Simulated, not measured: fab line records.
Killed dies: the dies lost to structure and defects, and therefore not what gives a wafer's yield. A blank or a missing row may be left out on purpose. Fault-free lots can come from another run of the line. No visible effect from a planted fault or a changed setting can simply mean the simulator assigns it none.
Chamber matching | flow n5-finfet | N5_BEOL_M6_CURE_74 on uv-cure-02: 3 sister chambers
The step cures SiCOH lowk, time 240 s. 22 wafers are shown with their chamber, then 11 later ones without.

## WAFERS PAIRED WITH THEIR CHAMBERS
wafer  | chamber | wafer_temp_C_max | lamp-power-pct (%)
L074.1 | 1       | 388.0            | 52.31
L074.3 | 1       | 387.8            | 52.34
L074.6 | 1       | 388.0            | 52.26
L077.2 | 2       | 387.3            | 52.24
L077.3 | 2       | 387.0            | 52.33
L077.5 | 2       | 387.5            | 52.32
L078.1 | 0       | 387.2            | 52.30
L078.2 | 0       | 386.8            | 52.29
L078.5 | 0       | 386.6            | 52.35
L080.1 | 2       | 387.5            | 52.27
L080.4 | 2       | 387.5            | 52.31
L080.5 | 2       | 387.0            | 52.35
L083.2 | 2       | 386.9            | 52.39
L083.3 | 2       | 388.1            | 52.39
L083.4 | 2       | 387.6            | 52.33
L085.1 | 1       | 387.6            | 52.24
L085.2 | 1       | 388.3            | 52.16
L085.3 | 1       | 388.3            | 52.27
L089.2 | 0       | 386.2            | 52.35
L089.5 | 0       | 386.3            | 52.36
L089.6 | 0       | 386.5            | 52.29
L091.1 | 0       | 386.3            | 52.40

SIGNATURES (means of the wafers above)
reading          | chamber 0 | chamber 1 | chamber 2 | scatter within a chamber
wafer_temp_C_max | 386.557   | 388.000   | 387.378   | 0.344
lamp-power-pct   | 52.3343   | 52.2633   | 52.3256   | 0.0511
Rule: for each reading, subtract the chamber's mean from the wafer's reading, divide by that reading's scatter and square the result; add these up over the readings and take the root, which gives the wafer's distance from the chamber. The wafer belongs to the nearest chamber; if the next one is less than 2 further off, it can't be placed. The scatter: take each reading less its chamber's mean, square it, sum over the shown wafers, divide by the number of wafers less the number of chambers, and take the root.

## WAFERS WITHOUT THEIR CHAMBER
wafer  | wafer_temp_C_max | lamp-power-pct (%)
L091.2 | 387.5            | 52.30
L091.6 | 386.6            | 52.34
L092.1 | 386.4            | 52.38
L092.2 | 387.3            | 52.33
L092.4 | 386.1            | 52.32
L093.2 | 387.2            | 52.32
L093.5 | 387.7            | 52.42
L093.6 | 387.0            | 52.34
L095.1 | 387.1            | 52.21
L095.2 | 387.5            | 52.37
L095.6 | 387.9            | 52.36

## EACH ONE'S CHAMBER
wafer  | from the rows above          | in truth
L091.2 | can't be placed: 2 or 1      | 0
L091.6 | 0                            | 0
L092.1 | 0                            | 0
L092.2 | can't be placed: 2 or 0      | 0
L092.4 | 0                            | 0
L093.2 | can't be placed: 2 or 0      | 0
L093.5 | can't be placed: 2 or 1 or 0 | 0
L093.6 | can't be placed: 2 or 0      | 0
L095.1 | can't be placed: 2 or 1 or 0 | 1
L095.2 | can't be placed: 2 or 1 or 0 | 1
L095.6 | can't be placed: 2 or 1      | 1
3 of 11 placed correctly. Can't be placed from these rows: 8 (the true chamber is among the candidates in 7). 0 placed wrongly.
